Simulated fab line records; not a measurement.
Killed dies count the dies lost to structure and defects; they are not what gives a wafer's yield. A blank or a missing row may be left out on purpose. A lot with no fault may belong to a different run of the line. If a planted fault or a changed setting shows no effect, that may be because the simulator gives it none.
Matching of chambers + flow nand harc + NHARC_P_GATE_DESCUM_31 on rie diel-03 has 4 sister chambers
The step chemistry O2, time 3 s. 4 wafers are shown with their chamber, then 12 later ones without.

== WAFERS PAIRED WITH THEIR CHAMBERS ==
| wafer  | chamber | showerhead plenum p Torr (Torr) |
|--------|---------|---------------------------------|
| L078.5 | 0       | 1.91                            |
| L086.2 | 2       | 1.80                            |
| L086.4 | 3       | 1.90                            |
| L086.6 | 1       | 2.02                            |

== WAFERS MISSING THEIR CHAMBER ==
| wafer  | showerhead plenum p Torr (Torr) |
|--------|---------------------------------|
| L087.2 | 1.80                            |
| L087.5 | 2.01                            |
| L087.6 | 1.80                            |
| L089.1 | 1.90                            |
| L089.2 | 1.80                            |
| L089.4 | 2.01                            |
| L090.1 | 2.01                            |
| L090.2 | 1.80                            |
| L090.6 | 2.01                            |
| L094.1 | 1.80                            |
| L094.5 | 2.01                            |
| L094.6 | 1.90                            |

== EACH ONE'S CHAMBER ==
| wafer  | from the rows above     | in truth |
|--------|-------------------------|----------|
| L087.2 | 2                       | 2        |
| L087.5 | 1                       | 1        |
| L087.6 | 2                       | 2        |
| L089.1 | can't be placed: 3 or 0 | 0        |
| L089.2 | 2                       | 2        |
| L089.4 | 1                       | 1        |
| L090.1 | 1                       | 1        |
| L090.2 | 2                       | 2        |
| L090.6 | 1                       | 1        |
| L094.1 | 2                       | 2        |
| L094.5 | 1                       | 1        |
| L094.6 | can't be placed: 3 or 0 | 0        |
Placed correctly: 10 of 12. Not placeable from these rows: 2 (in 2, the candidates include the true chamber). Wrongly placed: 0.
How it was worked out, from the rows above alone: a wafer's distance from a chamber is the root of the sum, over the readings, of the square of ((its reading less the chamber's mean) divided by the reading's scatter). The wafer belongs to the nearest chamber; if the next one is less than 2 further off, it can't be placed. The mean given for a chamber averages the wafers shown for that chamber. The scatter (one wafer shown for each chamber): square how far every hidden wafer sits from the nearest shown wafer, average those squares and take the square root.
